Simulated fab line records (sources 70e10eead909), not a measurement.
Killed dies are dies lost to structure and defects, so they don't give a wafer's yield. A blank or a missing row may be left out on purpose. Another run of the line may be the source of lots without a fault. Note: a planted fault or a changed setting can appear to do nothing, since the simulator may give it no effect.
Struck lot and sound lot, side by side    flow nand_harc    14 out of 1159 route steps
Sound: wafers L592.1, L592.4, L592.5. Wafers struck: L593.2, L593.3, L593.5. The cause is named last.
For every step that has rows: the tool of each side, followed by ch and its chambers, followed by its first start. Under that, the readings that differ: sound wafers    struck wafers    difference of the means    sigmas: that difference in standard deviations of wafers without a fault.
alike: readings whose means differ by less than 2 such deviations, and words and numbers that are the same on both sides. not compared: withheld readings, readings that some wafer has no value for, bounds like >300 that may hide the same value, and numbers for which the record gives no deviation and whose values overlap.
The two part at a step that has a row with sigmas, a row that says differs or no value, or rows on one side only. Non-overlapping numbers with no deviation appear without sigmas and do not part them. A reading missing from all wafers of one side parts the sides only when that side holds two or more wafers.

first, 5 steps without rows for these wafers: NHARC_A_STAIRCASE_EBR_246; NHARC_A_STAIRCASE_EXPOSE_247 (exposes mask SDS 1); NHARC_A_STAIRCASE_PEB_248 (peb time 130 s); NHARC_A_STAIRCASE_DEVELOP_249 (time 140 s); NHARC_A_STAIRCASE_HARDBAKE_251 (time 140 s).
NHARC_A_STAIRCASE_DESCUM_252: chemistry O2, time 3 s.
  sound on rie_diel-07 ch 0,1,2, day 14 21:15; struck on rie_diel-13 ch 2,3, day 15 05:11
  alike: drypump_motor_current_A, mfc_ar_sccm, oes_product_au, rf_vpp_V, showerhead_plenum_p_Torr, throttle_valve_pct
  not compared: rf_hours_counter_h
NHARC_A_STAIRCASE_ETCH_253: etches the open film in C4F8/O2, target depth 50 nm, time 20.2 s.
  sound on rie_diel-07 ch 0,1,2, day 14 21:21; struck on rie_diel-13 ch 0,1,2, day 15 05:24
  alike: oes_product_au, rf_vpp_V
  not compared: rf_hours_counter_h
NHARC_A_STAIRCASE_STRIP_254: strips in O2.
  sound on plasma_asher-02 ch 0,1, day 14 21:30; struck on plasma_asher-01 ch 0,1, day 15 05:32
  alike: drypump_motor_current_A, heater_power_w
  not compared: rf_hours_counter_h
then, 3 steps without rows for these wafers: NHARC_A_STAIRCASE_STRIP_255 (strips in SPM, time 900 s); NHARC_A_STAIRCASE_PRECLEAN_256 (cleans in SC1); NHARC_A_STAIRCASE_SRD_257.
NHARC_A_STAIRCASE_HM_DEP_456: deposits aC, target thk 1500 nm.
  sound on acl_dep-01 ch 0, day 15 03:17; struck on acl_dep-01 ch 0, day 15 09:28
  alike: throttle_valve_pct
NHARC_A_STAIRCASE_DEP_259: deposits SiON, target thk 30 nm.
  sound on pecvd-04 ch 1,2, day 15 05:14; struck on pecvd-04 ch 0,1,2, day 15 11:06
  alike: heater_power_outer_w, heater_power_w
NHARC_END_SORT_01:
  the record has rows for the sound wafers here (prober-02 ch 0, day 23 06:23) and none for the struck ones

## WHERE THEY PART
Within this record, at NHARC_END_SORT_01 only.

WHY: whatever the simulator had introduced
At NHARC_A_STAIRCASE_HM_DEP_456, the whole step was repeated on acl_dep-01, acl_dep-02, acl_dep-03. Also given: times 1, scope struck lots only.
